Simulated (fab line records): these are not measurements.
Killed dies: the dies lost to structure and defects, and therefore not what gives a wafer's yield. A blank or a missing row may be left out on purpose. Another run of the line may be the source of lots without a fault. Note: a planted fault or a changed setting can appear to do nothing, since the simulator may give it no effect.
Matching of chambers :: flow n5_finfet :: 4 sister chambers for N5_BEOL_M0_SAQP_STRIP_75 on rie_diel-06
The step strips in CF4. 14 wafers are shown with their chamber, then 7 later ones without.

## WAFERS, EACH WITH ITS CHAMBER
wafer: L081.1
chamber: 2
drypump_motor_current_A (A): 4.7
throttle_valve_pct (%): 13.97
oes_product_au (a.u.): 0.156

wafer: L081.4
chamber: 1
drypump_motor_current_A (A): 5.8
throttle_valve_pct (%): 13.34
oes_product_au (a.u.): 0.203

wafer: L081.6
chamber: 2
drypump_motor_current_A (A): 4.7
throttle_valve_pct (%): 13.95
oes_product_au (a.u.): 0.159

wafer: L084.2
chamber: 1
drypump_motor_current_A (A): 5.8
throttle_valve_pct (%): 13.35
oes_product_au (a.u.): 0.203

wafer: L084.4
chamber: 0
drypump_motor_current_A (A): 4.8
throttle_valve_pct (%): 13.85
oes_product_au (a.u.): 0.174

wafer: L084.6
chamber: 1
drypump_motor_current_A (A): 5.8
throttle_valve_pct (%): 13.35
oes_product_au (a.u.): 0.204

wafer: L085.1
chamber: 3
drypump_motor_current_A (A): 4.8
throttle_valve_pct (%): 13.69
oes_product_au (a.u.): 0.166

wafer: L085.2
chamber: 0
drypump_motor_current_A (A): 4.8
throttle_valve_pct (%): 13.86
oes_product_au (a.u.): 0.172

wafer: L085.6
chamber: 0
drypump_motor_current_A (A): 4.8
throttle_valve_pct (%): 13.87
oes_product_au (a.u.): 0.167

wafer: L089.2
chamber: 1
drypump_motor_current_A (A): 5.8
throttle_valve_pct (%): 13.37
oes_product_au (a.u.): 0.203

wafer: L089.4
chamber: 2
drypump_motor_current_A (A): 4.6
throttle_valve_pct (%): 13.44
oes_product_au (a.u.): 0.226

wafer: L089.5
chamber: 0
drypump_motor_current_A (A): 4.8
throttle_valve_pct (%): 13.88
oes_product_au (a.u.): 0.168

wafer: L093.1
chamber: 2
drypump_motor_current_A (A): 4.6
throttle_valve_pct (%): 13.43
oes_product_au (a.u.): 0.210

wafer: L093.2
chamber: 3
drypump_motor_current_A (A): 4.8
throttle_valve_pct (%): 13.73
oes_product_au (a.u.): 0.163

SIGNATURES (means of the wafers above)
reading: drypump_motor_current_A
chamber 0: 4.800
chamber 1: 5.800
chamber 2: 4.650
chamber 3: 4.800
scatter within a chamber: 0.0316

reading: throttle_valve_pct
chamber 0: 13.8650
chamber 1: 13.3525
chamber 2: 13.6975
chamber 3: 13.7100
scatter within a chamber: 0.167

reading: oes_product_au
chamber 0: 0.17025
chamber 1: 0.20325
chamber 2: 0.18775
chamber 3: 0.16450
scatter within a chamber: 0.0196
Rule: for a wafer and a chamber, the distance is found by dividing, reading by reading, the gap between the wafer's reading and the chamber's mean by the reading's scatter, squaring, summing and taking the root. The wafer belongs to the nearest chamber; if the next one is less than 2 further off, it can't be placed. The scatter: the root of (the sum of the squares of (reading less its chamber's mean) over the shown wafers, divided by (wafers less chambers)).

## WAFERS WITHOUT THEIR CHAMBER
wafer: L093.5
drypump_motor_current_A (A): 4.7
throttle_valve_pct (%): 13.45
oes_product_au (a.u.): 0.208

wafer: L094.1
drypump_motor_current_A (A): 4.8
throttle_valve_pct (%): 13.93
oes_product_au (a.u.): 0.168

wafer: L094.5
drypump_motor_current_A (A): 5.8
throttle_valve_pct (%): 13.41
oes_product_au (a.u.): 0.196

wafer: L094.6
drypump_motor_current_A (A): 4.6
throttle_valve_pct (%): 13.44
oes_product_au (a.u.): 0.211

wafer: L096.1
drypump_motor_current_A (A): 4.8
throttle_valve_pct (%): 13.74
oes_product_au (a.u.): 0.159

wafer: L096.3
drypump_motor_current_A (A): 4.7
throttle_valve_pct (%): 13.47
oes_product_au (a.u.): 0.209

wafer: L096.4
drypump_motor_current_A (A): 5.8
throttle_valve_pct (%): 13.40
oes_product_au (a.u.): 0.198

## WHICH CHAMBER EACH ONE RAN IN
wafer: L093.5
from the rows above: can't be placed: 2 or 3
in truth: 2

wafer: L094.1
from the rows above: can't be placed: 0 or 3
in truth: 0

wafer: L094.5
from the rows above: 1
in truth: 1

wafer: L094.6
from the rows above: 2
in truth: 2

wafer: L096.1
from the rows above: can't be placed: 3 or 0
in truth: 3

wafer: L096.3
from the rows above: can't be placed: 2 or 3
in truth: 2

wafer: L096.4
from the rows above: 1
in truth: 1
Placed correctly: 3 of 7. Cannot be placed on the basis of these rows: 4; the candidates contain the true chamber in 4. Placed wrongly: 0.
